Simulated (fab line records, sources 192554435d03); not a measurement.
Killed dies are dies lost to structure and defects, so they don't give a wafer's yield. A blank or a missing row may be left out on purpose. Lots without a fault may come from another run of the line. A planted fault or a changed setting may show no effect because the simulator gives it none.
Chamber matching | flow n5_finfet | N5_BEOL_M12_DEP_53 on pecvd-01: 3 sister chambers
The step deposits SiCN from 3MS/NH3, target thk 30 nm, time 10.5 s. 24 wafers are shown with their chamber, then 12 later ones without.

WAFERS WITH THEIR CHAMBER
wafer  | chamber | showerhead_plenum_p_Torr (Torr) | throttle_valve_pct (%)
L075.2 | 2       | 4.184                           | 17.9
L075.3 | 1       | 4.157                           | 18.1
L075.6 | 0       | 4.144                           | 17.8
L076.1 | 1       | 4.153                           | 18.2
L076.3 | 0       | 4.159                           | 18.0
L076.6 | 0       | 4.152                           | 17.9
L080.1 | 2       | 4.174                           | 17.7
L080.3 | 1       | 4.143                           | 17.8
L080.5 | 2       | 4.175                           | 18.1
L077.2 | 0       | 4.167                           | 18.2
L077.4 | 0       | 4.153                           | 18.2
L077.6 | 1       | 4.161                           | 17.9
L083.1 | 2       | 4.180                           | 17.9
L083.5 | 0       | 4.171                           | 17.9
L083.6 | 1       | 4.146                           | 17.9
L086.1 | 0       | 4.145                           | 17.9
L086.3 | 1       | 4.148                           | 17.9
L086.6 | 2       | 4.192                           | 18.2
L087.2 | 1       | 4.144                           | 18.0
L087.5 | 1       | 4.149                           | 18.3
L087.6 | 2       | 4.179                           | 18.0
L088.1 | 0       | 4.157                           | 18.1
L088.4 | 1       | 4.147                           | 17.8
L088.5 | 2       | 4.184                           | 18.0

SIGNATURES (means of the wafers above)
reading                  | chamber 0 | chamber 1 | chamber 2 | scatter within a chamber
showerhead_plenum_p_Torr | 4.15600   | 4.14978   | 4.18114   | 0.00746
throttle_valve_pct       | 18.000    | 17.989    | 17.971    | 0.164
Rule: a wafer's distance from a chamber is the root of the sum, over the readings, of the square of ((its reading less the chamber's mean) divided by the reading's scatter). The wafer belongs to the nearest chamber; if the next one is less than 2 further off, it can't be placed. The scatter: the root of (the sum of the squares of (reading less its chamber's mean) over the shown wafers, divided by (wafers less chambers)).

WAFERS WITHOUT THEIR CHAMBER
wafer  | showerhead_plenum_p_Torr (Torr) | throttle_valve_pct (%)
L089.1 | 4.156                           | 17.9
L089.4 | 4.155                           | 18.2
L089.6 | 4.181                           | 18.2
L092.1 | 4.162                           | 18.3
L092.2 | 4.151                           | 18.2
L092.5 | 4.158                           | 18.1
L097.1 | 4.163                           | 18.1
L097.2 | 4.174                           | 18.2
L097.3 | 4.153                           | 18.0
L097.4 | 4.159                           | 18.1
L097.5 | 4.167                           | 18.3
L097.6 | 4.156                           | 18.5

WHICH CHAMBER EACH WENT THROUGH
wafer  | from the rows above          | in truth
L089.1 | can't be placed: 0 or 1      | 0
L089.4 | can't be placed: 0 or 1      | 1
L089.6 | 2                            | 2
L092.1 | can't be placed: 0 or 1 or 2 | 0
L092.2 | can't be placed: 1 or 0      | 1
L092.5 | can't be placed: 0 or 1      | 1
L097.1 | can't be placed: 0 or 1 or 2 | 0
L097.2 | can't be placed: 2 or 0 or 1 | 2
L097.3 | can't be placed: 0 or 1      | 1
L097.4 | can't be placed: 0 or 1      | 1
L097.5 | can't be placed: 0 or 2 or 1 | 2
L097.6 | can't be placed: 0 or 1 or 2 | 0
Placed correctly: 1 of 12. Can't be placed from these rows: 11 (the true chamber is among the candidates in 11). Placed wrongly: 0.
